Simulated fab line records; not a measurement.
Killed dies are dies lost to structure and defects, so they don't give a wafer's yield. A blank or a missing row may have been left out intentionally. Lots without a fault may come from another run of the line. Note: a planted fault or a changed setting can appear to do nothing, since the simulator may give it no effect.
fab line records	flow nand-harc
[record] lots = 11	wafers = 32	last-day = 24
route steps=1159 shown P_STI@87 P_CONTACT@248 P_M0@267
lots with no fault: from the same line, run without faults
start-h: the number of hours between the record's first day and the start of the first shown wafer of the lot	wait-h: how many hours have passed since the lot's step before this one	" unchanged from the row above	L1.1+2: a single row standing in for several wafers	- value missing, or start not given	* or withheld: withheld	< > ~ a bound
route shown NAME@n: NAME is a module with steps in the file, n the number in the route of the first one	usual: average and standard deviation across the fault-free wafers	same: alike in all rows	chamber/n: place in a boat	sites: each site's reading	_std_site: standard deviation of those values	_edge_site: the outer-site mean with the inner-site mean subtracted	radius-mm: for every site, how far away it sits from the centre of the wafer	mask NAME#n: copy n	behind: the tool/chamber that last shaped the wafer	hold: the reason the lot was held/the length of the hold in hours/how it ended	device: transistor that didn't switch, given as n, p or np	end of line: the route-end tests of the same wafers	a step given without rows: its recipe and nothing more	killed: dies that structure and defects cost at the first sort, which is not the same as the wafer's yield	map: a wafer's dies, x killed, . not, _ none there
set.NAME: the setting that was run; set.NAME@STEP: the one run at that earlier step	model.NAME: the simulator's own value behind a step, which no gauge read
route steps across a sampled set of lots; one table per step, one row per wafer
services: a tool's chamber out of use, with start hour (start-h, from the record's first day; less than 0 if before it), hours out, and reason
[[steps]]
[step NHARC_P_STI_DESCUM_14]
[recipe] time-s = 3	o2-flow-sccm = 200	ar-flow-sccm = 0	bias-power-w = 0	chemistry = O2
[usual] chamber-pressure-mTorr = 60.00/0.056	drypump-motor-current-A = 5.53/0.27	o2-flow-sccm = 200.1/0.68	oes-product-au = 0.999/0.0073	rf-vpp-V = 57.6/0.88	showerhead-plenum-p-Torr = 1.89/0.087	throttle-valve-pct = 11.311/0.009
lot.wafer	tool	chamber	start-h	wait-h	chamber-pressure-mTorr	drypump-motor-current-A	o2-flow-sccm	oes-product-au	rf-hours-counter-h	rf-vpp-V	showerhead-plenum-p-Torr	throttle-valve-pct
L407.2	rie-diel-13	1	37.08	-	60.01	5.41	199.9	0.996	2.1	58.2	1.93	11.297
L407.6	"	0	"	"	60.00	5.66	198.5	1.004	-	57.5	1.86	11.331
L407.5	"	1	"	"	59.93	5.43	200.2	1.009	-	57.7	1.93	11.301
L409.1	rie-diel-10	0	50.99	-	59.95	5.86	199.7	0.997	1.6	57.6	2.07	11.312
L409.2	"	3	"	"	59.99	5.69	199.4	1.000	1.6	57.4	1.83	11.300
L409.5	"	0	"	"	59.90	5.83	200.2	1.011	-	58.7	2.07	11.305
L412.2	rie-diel-13	0	62.25	-	60.03	5.66	199.6	0.999	3.0	57.5	1.86	11.322
L412.6	"	3	"	"	60.05	5.71	198.9	1.006	-	58.0	1.97	11.321
L412.5	"	0	"	"	60.03	5.65	199.5	0.998	-	57.4	1.86	11.310
L413.3	rie-diel-13	2	71.54	-	59.97	5.19	199.7	0.998	3.3	55.6	1.81	11.308
L413.4	"	0	"	"	59.98	5.65	200.5	1.001	3.2	58.8	1.86	11.297
L413.5	"	1	"	"	60.04	5.41	200.4	1.003	-	57.2	1.93	11.318
L415.3	rie-diel-13	2	85.26	-	59.93	5.18	200.1	0.998	3.8	57.0	1.81	11.309
L415.2	"	3	"	"	59.97	5.70	199.1	1.012	3.7	60.0	1.97	11.300
L415.4	"	0	"	"	59.98	5.66	200.3	0.995	3.7	56.5	1.86	11.315
L416.1	rie-diel-10	0	90.75	-	59.97	5.86	200.0	1.012	2.9	58.1	2.07	11.300
L416.5	"	2	"	"	60.02	5.17	199.1	0.996	-	57.8	1.79	11.314
L417.2	rie-diel-13	3	98.09	-	60.12	5.71	199.5	1.000	4.0	57.5	1.97	11.302
L417.4	"	0	"	"	59.93	5.64	199.9	0.985	3.9	56.7	1.86	11.326
L417.5	"	2	"	"	60.05	5.19	200.5	1.005	-	58.6	1.81	11.299
L421.4	rie-diel-03	1	122.80	-	60.08	5.73	198.4	0.998	4.7	58.3	1.78	11.310
L421.1	"	2	"	"	60.04	5.35	200.3	0.994	5.1	56.3	1.78	11.314
L421.6	"	2	"	"	60.07	5.36	200.7	0.993	-	56.5	1.78	11.322
L427.1	rie-diel-03	2	156.80	-	59.94	5.33	200.5	1.002	7.4	56.3	1.78	11.298
L427.4	"	0	"	"	60.05	5.01	200.8	0.998	-	56.6	1.88	11.315
L427.5	"	1	"	"	59.93	5.72	199.5	0.999	-	58.2	1.78	11.306
L428.2	rie-diel-13	0	161.46	-	60.03	5.65	199.6	0.996	1.3	57.5	1.86	11.315
L428.3	"	2	"	"	59.89	5.19	200.6	1.002	1.3	56.3	1.81	11.309
L428.6	"	3	"	"	60.06	5.71	200.2	1.007	-	59.7	1.97	11.318
L429.2	rie-diel-03	3	168.16	-	60.07	5.46	200.7	0.991	7.4	58.2	1.99	11.317
L429.3	"	1	"	"	60.05	5.73	199.0	0.991	6.3	56.4	1.78	11.324
L429.4	"	2	"	"	60.06	5.36	200.2	1.005	-	56.6	1.78	11.302
[step NHARC_P_STI_ETCH_15]
[recipe] target-depth-a = 3000	taper-deg = 4	time-s = 100.1	hbr-flow-sccm = 150	cl2-flow-sccm = 50	rf-w = 400	icp-w = 400	bias-w = 100	chemistry = HBr/Cl2
[usual] chamber-pressure-mTorr = 15.001/0.014	drypump-motor-current-A = 5.6/0.44	mfc-cl2-sccm = 49.99/0.15	oes-product-au = 1.003/0.0077	throttle-valve-pct = 26.406/0.0093
lot.wafer	tool	chamber	start-h	wait-h	chamber-pressure-mTorr	drypump-motor-current-A	mfc-cl2-sccm	oes-product-au	rf-hours-counter-h	throttle-valve-pct
L407.2	rie-si-04	1	37.38	-	14.993	6.2	50.31	0.998	0.9	26.406
L407.5	"	3	"	"	15.010	5.1	50.00	1.011	-	26.399
L407.6	"	0	"	"	15.000	5.2	50.01	1.001	-	26.406
L409.1	rie-si-04	0	51.27	-	14.973	5.2	49.96	1.000	0.8	26.418
L409.2	"	1	"	"	14.959	6.2	50.05	0.981	1.0	26.393
L409.5	"	0	"	"	15.006	5.2	49.75	0.998	-	26.401
L412.2	rie-si-01	2	62.51	-	15.002	5.2	50.06	0.998	0.6	26.418
L412.6	"	2	"	"	15.002	5.2	49.95	1.003	-	26.406
L412.5	"	3	"	"	15.008	6.2	50.17	1.011	-	26.405
L413.3	rie-si-04	2	71.83	-	15.011	4.9	49.88	0.997	1.2	26.401
L413.4	"	0	"	"	15.015	5.2	49.89	0.870	1.0	26.399
L413.5	"	2	"	"	14.989	5.0	49.99	0.860	-	26.414
L415.3	rie-si-01	1	85.54	-	15.009	5.5	49.82	0.999	0.6	26.389
L415.2	"	2	"	"	14.981	5.2	49.79	1.006	0.8	26.402
L415.4	"	3	"	"	14.976	6.2	49.95	1.004	0.9	26.410
L416.1	rie-si-04	1	91.01	-	14.992	6.2	49.93	0.992	1.3	26.401
L416.5	"	0	"	"	14.986	5.2	50.04	0.871	-	26.405
L417.2	rie-si-04	1	98.36	-	15.003	6.2	50.08	1.004	1.4	26.406
L417.4	"	2	"	"	14.998	4.9	50.04	0.865	1.4	26.410
L417.5	"	1	"	"	14.995	6.2	49.97	0.862	-	26.404
L421.4	rie-si-05	3	123.07	-	15.043	6.0	49.92	0.990	0.4	26.399
L421.1	"	0	"	"	14.981	5.4	50.01	1.002	0.5	26.396
L421.6	"	0	"	"	14.990	5.4	49.94	1.000	-	26.430
L427.4	rie-si-05	0	157.12	-	15.004	5.4	49.90	0.998	0.8	26.404
L427.1	"	3	"	"	14.996	6.0	50.16	0.994	0.7	26.394
L427.5	"	1	"	"	14.996	6.1	49.75	0.999	-	26.408
L428.3	rie-si-01	0	161.75	-	14.995	5.5	50.21	1.009	0.0	26.409
L428.2	"	2	"	"	15.005	5.2	49.64	1.005	0.1	26.416
L428.6	"	0	"	"	14.975	5.5	50.04	1.009	-	26.405
L429.2	rie-si-04	1	168.46	-	14.994	6.2	50.24	1.005	0.6	26.389
L429.4	"	2	"	"	14.995	4.9	50.00	1.012	0.4	26.411
L429.3	"	0	"	"	14.998	5.2	49.98	1.020	0.5	26.396
[step NHARC_P_STI_OCD_MEAS_17]
[usual] trench-depth-nm = 302/3.1	trench-foot-cd-nm = 157.3/1.8
lot.wafer	tool	chamber	start-h	wait-h	trench-depth-nm	trench-foot-cd-nm
L407.2	ocd-02	-	37.60	0.1	297	156.7
L407.5	"	-	"	"	303	155.1
L407.6	"	-	"	"	303	155.9
L409.1	ocd-01	-	51.53	0.1	300	158.2
L409.2	"	-	"	"	293	159.2
L409.5	"	-	"	"	301	156.3
L412.2	ocd-01	-	62.79	0.1	303	155.0
L412.5	"	-	"	"	306	153.9
L412.6	"	-	"	"	302	157.4
L413.3	ocd-01	-	72.06	0.1	299	157.6
L413.4	"	-	"	"	237	167.6
L413.5	"	-	"	"	234	165.7
L415.2	ocd-01	-	85.79	0.1	300	157.8
L415.3	"	-	"	"	303	157.3
L415.4	"	-	"	"	301	157.1
L416.1	ocd-01	-	91.25	0.1	297	158.0
L416.5	"	-	"	"	234	167.3
L417.2	ocd-01	-	98.61	0.1	301	158.5
L417.4	"	-	"	"	236	164.3
L417.5	"	-	"	"	232	165.1
L421.1	ocd-01	-	123.32	0.1	302	156.8
L421.4	"	-	"	"	296	158.1
L421.6	"	-	"	"	302	156.4
L427.1	ocd-02	-	157.36	0.1	297	157.1
L427.4	"	-	"	"	302	156.9
L427.5	"	-	"	"	301	157.1
L428.2	ocd-02	-	161.98	0.1	301	158.5
L428.3	"	-	"	"	304	160.8
L428.6	"	-	"	"	303	159.6
L429.2	ocd-02	-	168.71	0.1	301	157.4
L429.3	"	-	"	"	306	159.2
L429.4	"	-	"	"	304	157.0
[step NHARC_P_CONTACT_CVD_23]
[recipe] target-thk-a = 2000	temp-c = 300	pressure-torr = 40	wf6-flow-sccm = 40	h2-flow-sccm = 1600	ar-flow-sccm = 1560	time-s = 557	material = W
[usual] heater-power-w = 486/50	mfc-wf6-sccm = 39.98/0.14	throttle-valve-pct = 7.81/0.19
lot.wafer	tool	chamber	start-h	wait-h	heater-power-w	mfc-wf6-sccm	throttle-valve-pct
L407.2	cvd-w-02	1	-	-	494	40.02	7.70
L407.5	"	1	"	"	484	39.92	7.88
L407.6	"	0	"	"	558	40.06	8.17
L409.1	cvd-w-02	1	-	-	498	39.94	8.17
L409.2	"	0	"	"	540	39.96	7.88
L409.5	"	1	"	"	489	39.89	7.85
L412.2	cvd-w-02	1	-	-	478	40.03	7.75
L412.6	"	1	"	"	496	40.23	7.83
L412.5	"	0	"	"	563	39.98	8.03
L413.3	cvd-w-02	1	-	-	495	39.93	7.95
L413.4	"	0	"	"	557	39.97	8.33
L413.5	"	1	"	"	482	39.92	8.29
L415.2	cvd-w-01	0	-	-	399	40.03	7.86
L415.3	"	0	"	"	415	39.88	8.05
L415.4	"	1	"	"	452	39.96	7.38
L416.1	cvd-w-01	1	-	-	464	40.01	7.86
L416.5	"	1	"	"	460	40.05	7.80
L417.2	cvd-w-01	0	178.12	-	406	39.99	7.42
L417.4	"	0	"	"	394	39.90	7.64
L417.5	"	1	"	"	469	39.78	7.44
L421.1	cvd-w-02	0	-	-	516	39.90	7.72
L421.4	"	0	"	"	535	39.78	7.93
L421.6	"	1	"	"	480	40.02	7.93
L428.2	cvd-w-02	1	-	-	491	40.15	7.68
L428.3	"	0	"	"	540	40.04	8.02
L428.6	"	1	"	"	491	40.08	7.75
L427.1	cvd-w-02	1	-	-	494	40.03	7.84
L427.4	"	1	"	"	491	40.13	7.99
L427.5	"	0	"	"	520	39.96	7.79
L429.2	cvd-w-02	1	-	-	485	40.14	7.62
L429.4	"	0	"	"	523	39.96	8.04
L429.3	"	1	"	"	497	40.23	7.70
[step NHARC_P_M0_ETCH_34]
[recipe] target-depth-a = 400	overetch-a = 120	time-s = 43.94	ion-energy-ev = 200	n2-flow-sccm = 150	h2-flow-sccm = 150	ar-flow-sccm = 0	rf-w = 400	bias-w = 150	chemistry = N2/H2
[usual] chamber-pressure-mTorr = 30.000/0.027	drypump-motor-current-A = 5.6/0.58	oes-product-au = 0.998/0.0073	rf-vpp-V = 431.2/1.8	showerhead-plenum-p-Torr = 2.07/0.06	throttle-valve-pct = 14.170/0.0083
lot.wafer	tool	chamber	start-h	wait-h	chamber-pressure-mTorr	drypump-motor-current-A	oes-product-au	rf-hours-counter-h	rf-vpp-V	showerhead-plenum-p-Torr	throttle-valve-pct
L407.2	rie-diel-09	3	115.29	0.1	29.982	5.5	0.993	2	430.6	2.02	14.171
L407.5	"	3	"	"	29.980	5.5	0.987	-	430.3	2.02	14.166
L407.6	"	0	"	"	30.047	5.7	0.981	-	431.7	2.14	14.172
L409.1	rie-diel-09	0	134.87	0.3	30.015	5.7	0.983	5	431.3	2.14	14.167
L409.2	"	1	"	"	30.000	5.2	0.997	4	430.6	2.05	14.175
L409.5	"	1	"	"	29.983	5.3	0.995	-	430.2	2.05	14.172
L412.2	rie-diel-06	1	148.22	0.1	30.064	4.9	1.001	4	428.7	2.02	14.175
L412.6	"	2	"	"	29.984	4.7	0.991	-	433.4	2.12	14.160
L412.5	"	3	"	"	29.980	6.7	1.000	-	433.7	2.14	14.167
L413.3	rie-diel-07	3	148.75	0.1	30.057	4.9	1.002	6	433.6	2.14	14.172
L413.4	"	1	"	"	29.983	5.6	1.004	6	434.0	2.15	14.173
L413.5	"	3	"	"	30.058	4.9	1.004	-	433.2	2.14	14.176
L415.3	rie-diel-06	3	165.85	0.1	29.993	6.7	0.996	6	433.5	2.14	14.190
L415.2	"	1	"	"	30.020	4.9	1.011	5	430.0	2.02	14.171
L415.4	"	2	"	"	29.989	4.8	0.992	6	432.2	2.12	14.168
L416.1	rie-diel-06	1	174.71	0.4	30.067	4.9	0.999	6	430.8	2.02	14.171
L416.5	"	0	"	"	29.999	6.3	0.992	-	431.8	2.02	14.171
L417.4	rie-diel-06	1	180.24	0.1	30.024	4.9	1.001	6	429.1	2.02	14.173
L417.2	"	2	"	"	29.989	4.7	0.997	7	432.4	2.12	14.182
L417.5	"	1	"	"	30.024	4.9	0.996	-	429.3	2.02	14.173
L421.1	rie-diel-09	0	210.27	0.1	29.996	5.7	0.994	10	433.0	2.14	14.164
L421.6	"	2	"	"	29.997	5.9	1.000	-	428.6	1.99	14.163
L421.4	"	0	"	"	29.985	5.7	0.994	-	433.6	2.14	14.170
L428.2	rie-diel-09	3	236.33	0.1	29.998	5.5	1.000	12	431.0	2.01	14.164
L428.3	"	2	"	"	30.036	5.9	1.002	10	429.6	1.99	14.170
L428.6	"	0	"	"	30.042	5.7	0.985	-	431.2	2.14	14.176
L427.1	rie-diel-06	0	236.60	0.1	29.978	6.3	0.994	11	428.9	2.02	14.169
L427.4	"	2	"	"	30.053	4.7	0.995	10	432.7	2.12	14.176
L427.5	"	0	"	"	29.983	6.3	1.002	-	430.8	2.02	14.159
L429.4	rie-diel-07	3	243.48	0.1	30.000	4.9	0.998	0	432.0	2.13	14.178
L429.3	"	0	"	"	30.011	5.5	1.014	0	429.5	1.98	14.165
L429.2	"	1	"	"	29.977	5.6	0.997	0	434.1	2.15	14.174
[[services]]
tool	chamber	start-h	hours	kind
cvd-w-02	-	14.00	13.0	pm
rie-diel-03	-	38.30	9.0	pm
rie-diel-06	-	64.47	9.0	pm
rie-diel-09	2	65.10	2.0	repair
rie-diel-09	-	77.35	9.0	pm
cvd-w-02	1	78.71	18.1	repair
rie-si-01	-	86.66	0.8	repair
rie-diel-06	1	88.05	4.1	repair
rie-diel-13	-	99.00	9.0	pm
rie-si-04	-	99.00	9.0	pm
rie-diel-09	1	109.81	2.5	repair
rie-diel-03	3	115.54	4.8	repair
rie-diel-13	3	122.42	1.4	repair
rie-si-01	-	127.00	9.0	pm
rie-diel-06	-	130.10	0.2	repair
rie-diel-09	2	130.72	19.2	repair
rie-diel-03	1	140.10	7.0	repair
rie-diel-09	3	146.04	5.1	repair
rie-diel-13	-	170.27	0.5	repair
cvd-w-02	-	195.00	13.0	pm
rie-diel-09	1	207.74	32.3	repair
rie-diel-06	1	208.61	9.3	repair
rie-diel-13	0	227.48	4.7	repair
rie-diel-06	-	241.47	9.0	pm
[[key]]
[first-sign] step = NHARC_P_STI_ETCH_15	reading = oes-product-au	direction = down	sigmas = 18	usual = 1.003	struck = 0.866
[effect] step = NHARC_P_STI_OCD_MEAS_17	reading = trench-depth-nm	direction = down	sigmas = 22	usual = 302	struck = 235
met-at NHARC_P_STI_ETCH_15
struck-lots L413,L416,L417
struck-wafers L413.4,L413.5,L416.5,L417.4,L417.5
sort-left-out L416.5
tester-left-out L413,L416,L417
not-acting-at NHARC_P_STI_DESCUM_14,NHARC_P_CONTACT_CVD_23,NHARC_P_M0_ETCH_34
onset-between 51.27 71.83
[fault] kind = process-parameter-drift	tool = rie-si-04	chamber = -	onset-h = 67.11	steps = NHARC_P_STI_ETCH_15	channel = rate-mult	offset = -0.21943	shape = step	end-h = 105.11	scope = struck-wafers-only
// tester-left-out: of these lots the tester's yield and bins aren't shown, on N5 and GAA mostly nor the transistor test; their killed dies are dies lost to structure and defects alone, not to doping, threshold or leakage, so they don't give the yield
// sort-left-out: the simulated sort isn't trusted on such a fault, so these wafers' sort isn't shown, and their yield isn't known
